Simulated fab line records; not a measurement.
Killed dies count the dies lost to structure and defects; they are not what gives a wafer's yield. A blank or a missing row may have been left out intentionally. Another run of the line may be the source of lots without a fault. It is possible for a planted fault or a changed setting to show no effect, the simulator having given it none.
Chamber matching || flow n5_finfet || rie_diel-05 running N5_MOL_CONTACT_COAG_STRIP_72: 4 sister chambers
The step strips in N2/H2. 8 wafers are shown with their chamber, then 8 later ones without.

## WAFERS WITH THEIR CHAMBER
{"wafer": "L082.2", "chamber": 0, "drypump_motor_current_A (A)": 5.2, "showerhead_plenum_p_Torr (Torr)": 2.46}
{"wafer": "L082.5", "chamber": 3, "drypump_motor_current_A (A)": 4.7, "showerhead_plenum_p_Torr (Torr)": 2.46}
{"wafer": "L087.2", "chamber": 2, "drypump_motor_current_A (A)": 6.0, "showerhead_plenum_p_Torr (Torr)": 2.56}
{"wafer": "L087.6", "chamber": 1, "drypump_motor_current_A (A)": 5.8, "showerhead_plenum_p_Torr (Torr)": 2.45}
{"wafer": "L089.1", "chamber": 0, "drypump_motor_current_A (A)": 5.2, "showerhead_plenum_p_Torr (Torr)": 2.46}
{"wafer": "L089.3", "chamber": 2, "drypump_motor_current_A (A)": 6.0, "showerhead_plenum_p_Torr (Torr)": 2.56}
{"wafer": "L089.6", "chamber": 1, "drypump_motor_current_A (A)": 5.9, "showerhead_plenum_p_Torr (Torr)": 2.45}
{"wafer": "L090.2", "chamber": 3, "drypump_motor_current_A (A)": 4.7, "showerhead_plenum_p_Torr (Torr)": 2.45}

## WAFERS WITHOUT THEIR CHAMBER
{"wafer": "L090.4", "drypump_motor_current_A (A)": 5.9, "showerhead_plenum_p_Torr (Torr)": 2.45}
{"wafer": "L090.5", "drypump_motor_current_A (A)": 4.7, "showerhead_plenum_p_Torr (Torr)": 2.45}
{"wafer": "L091.1", "drypump_motor_current_A (A)": 6.0, "showerhead_plenum_p_Torr (Torr)": 2.56}
{"wafer": "L091.4", "drypump_motor_current_A (A)": 5.2, "showerhead_plenum_p_Torr (Torr)": 2.46}
{"wafer": "L091.6", "drypump_motor_current_A (A)": 5.9, "showerhead_plenum_p_Torr (Torr)": 2.44}
{"wafer": "L096.1", "drypump_motor_current_A (A)": 5.1, "showerhead_plenum_p_Torr (Torr)": 2.45}
{"wafer": "L096.4", "drypump_motor_current_A (A)": 4.7, "showerhead_plenum_p_Torr (Torr)": 2.45}
{"wafer": "L096.5", "drypump_motor_current_A (A)": 5.9, "showerhead_plenum_p_Torr (Torr)": 2.44}

## EACH ONE'S CHAMBER
{"wafer": "L090.4", "from the rows above": 1, "in truth": 1}
{"wafer": "L090.5", "from the rows above": 3, "in truth": 3}
{"wafer": "L091.1", "from the rows above": 2, "in truth": 2}
{"wafer": "L091.4", "from the rows above": 0, "in truth": 0}
{"wafer": "L091.6", "from the rows above": 1, "in truth": 1}
{"wafer": "L096.1", "from the rows above": 0, "in truth": 0}
{"wafer": "L096.4", "from the rows above": 3, "in truth": 3}
{"wafer": "L096.5", "from the rows above": 1, "in truth": 1}
Placed correctly: 8 of 8. Number that these rows cannot place: 0. 0 placed wrongly.
How it was worked out, from the rows above alone: a wafer's distance from a chamber is the root of the sum, over the readings, of the square of ((its reading less the chamber's mean) divided by the reading's scatter). The wafer belongs to the nearest chamber; if the next one is less than 2 further off, it can't be placed. For every chamber, the mean is computed from those of its wafers that are shown. The scatter: the root of (the sum of the squares of (reading less its chamber's mean) over the shown wafers, divided by (wafers less chambers)).
